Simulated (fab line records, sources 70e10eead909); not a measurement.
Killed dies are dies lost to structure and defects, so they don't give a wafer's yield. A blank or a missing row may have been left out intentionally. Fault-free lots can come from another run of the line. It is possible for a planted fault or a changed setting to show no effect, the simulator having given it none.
A lot that was struck, set against a sound lot ; flow nand harc ; 22 steps out of a route of 1159
Sound: wafers L640.3, L640.4, L640.5. Struck: wafers L658.1, L658.3, L658.4. The cause comes at the end.
Order at every step that has rows: each side's tool, ch and its chambers, its first start. Under that, the readings that differ: sound wafers ; struck wafers ; difference of the means ; sigmas: that difference in standard deviations of wafers without a fault.
alike: same words and numbers on both sides, and readings whose means sit less than 2 such deviations apart. not compared: any withheld reading, any reading some wafer has no value for, any bound like >300 that may hide the same value, and any number with overlapping values for which the record gives no deviation.
A row with sigmas, a row that says differs or no value, or rows on one side alone: a step with any of these is where the two part. Numbers that don't overlap but have no deviation are shown without sigmas and don't part them. A reading that every wafer of one side lacks parts them only if that side has two wafers or more.

NHARC_P_CONTACT_CVD_23: deposits W, target thk 200 nm, time 557 s.
  sound on cvd w-02 ch 0,1; struck on cvd w-02 ch 0,1
  alike: heater power w, throttle valve pct
NHARC_P_CONTACT_CMP_24: polishes, t overpolish 30 s, target thk 200 nm.
  sound on cmp-03 ch 0,1,3, day 6 08:11; struck on cmp-01 ch 0,1,3, day 10 20:53
  alike: motor current A, overpolish run s, time to endpoint s
  not compared: pad life wafers
then, 1 step without rows for these wafers: NHARC_P_CONTACT_SRD_26.
NHARC_P_CONTACT_INSPECT_27:
  sound on defect inspect-02, day 6 08:35; struck on defect inspect-02, day 10 21:18
  alike: raw defect count
then, 7 steps without rows for these wafers: NHARC_P_M0_DEP_00 (deposits SiOC, target thk 150 nm); NHARC_P_M0_DEHYDRATE_01 (time 120 s); NHARC_P_M0_HMDS_02 (time 30 s); NHARC_P_M0_COAT_33 (time 65 s); NHARC_P_M0_COAT_03 (resist thk 90 nm); NHARC_P_M0_SOFTBAKE_04 (time 55 s); NHARC_P_M0_EBR_05.
NHARC_P_M0_EXPOSE_06: exposes mask P M0, target cd 90 nm.
  sound on arfi scanner-01 ch 0, day 6 09:36; struck on arfi scanner-02 ch 0, day 10 22:04
reading;sound;struck;difference;sigmas
exposure dose mJ cm2;81.31 81.39 81.22;60.66 60.82 60.82;-20.54;-99 or more
  alike: mask
then, 2 steps without rows for these wafers: NHARC_P_M0_PEB_07 (peb time 65 s); NHARC_P_M0_DEVELOP_08 (develop time 35 s).
NHARC_P_M0_CD_MEAS_09: the cd target is 90 nm.
  sound on cd sem-01 ch 0, day 6 09:44; struck on cd sem-03 ch 0, day 10 22:13
reading;sound;struck;difference;sigmas
cd nm (nm);89.7 91.0 90.0;72.4 71.0 72.0;-18.4;-22
NHARC_P_M0_OVL_MEAS_10: pitch 180 nm.
  sound on overlay-02, day 6 09:49; struck on overlay-01, day 10 22:18
reading;sound;struck;difference;sigmas
overlay y nm (nm);-0.9 -1.2 -0.5;1.3 1.6 1.9;+2.5;+3
  alike: overlay x nm
NHARC_P_M0_INSPECT_11:
  sound on defect inspect-01, day 6 09:51; struck on defect inspect-01, day 10 22:20
  alike: raw defect count
NHARC_P_M0_DESCUM_14: chemistry O2, time 3 s.
  sound on rie diel-01 ch 0,2, day 6 09:57; struck on rie diel-03 ch 0,2,3, day 10 22:25
reading;sound;struck;difference;sigmas
rf hours counter h (h);- - -;0 0 0;no value on the sound wafers;
model.P_M0.cd nm (nm);88.96 91.08 89.64;72.98 71.82 71.41;-17.82;
  alike: chamber pressure mTorr, drypump motor current A, oes product au, rf vpp V, showerhead plenum p Torr, throttle valve pct
NHARC_P_M0_ETCH_34: etches the open film in N2/H2, target depth 40 nm, overetch 12 nm, time 43.94 s.
  sound on rie diel-01 ch 0,2, day 6 10:04; struck on rie diel-03 ch 1,2,3, day 10 22:29
reading;sound;struck;difference;sigmas
rf hours counter h (h);- - -;0 0 0;no value on the sound wafers;
  alike: chamber pressure mTorr, drypump motor current A, oes product au, rf vpp V, showerhead plenum p Torr, throttle valve pct
NHARC_P_M0_ETCH_15: etches the open film in C4F8/Ar, target depth 150 nm, overetch 15 nm, time 82.5 s.
  sound on rie diel-01 ch 0,2, day 6 10:12; struck on rie diel-03 ch 0,1,2
reading;sound;struck;difference;sigmas
oes product au (a.u.);0.941 0.920 0.937;0.984 0.970 1.008;+0.055;+3
rf hours counter h (h);- - -;0 0 0;no value on the sound wafers;
model.P_M0.cd nm (nm);88.87 91.04 89.59;73.37 71.88 72.28;-17.32;
  alike: chamber pressure mTorr, rf vpp V
NHARC_P_M0_CD_MEAS_16:
  sound on cd sem-03, day 6 10:21; struck on cd sem-01, day 10 22:42
reading;sound;struck;difference;sigmas
cd nm (nm);88.9 91.3 89.4;73.5 71.8 71.7;-17.5;-15
NHARC_P_M0_STRIP_18: strips in N2/H2.
  sound on rie diel-03 ch 2,3, day 6 10:27; struck on rie diel-03 ch 1,2,3, day 10 22:47
  alike: chamber pressure mTorr, drypump motor current A, oes product au, rf vpp V, showerhead plenum p Torr, throttle valve pct
  not compared: rf hours counter h

WHERE THEY PART
Earliest at NHARC_P_M0_EXPOSE_06; latest, in this record, at NHARC_P_M0_CD_MEAS_16. Later steps at which nothing parts them and some readings are alike: NHARC_P_M0_STRIP_18.

WHY: the cause the simulator had injected
Process parameter drift: arfi scanner-02, from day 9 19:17 on, at NHARC_P_M0_EXPOSE_06. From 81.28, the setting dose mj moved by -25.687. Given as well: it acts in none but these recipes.
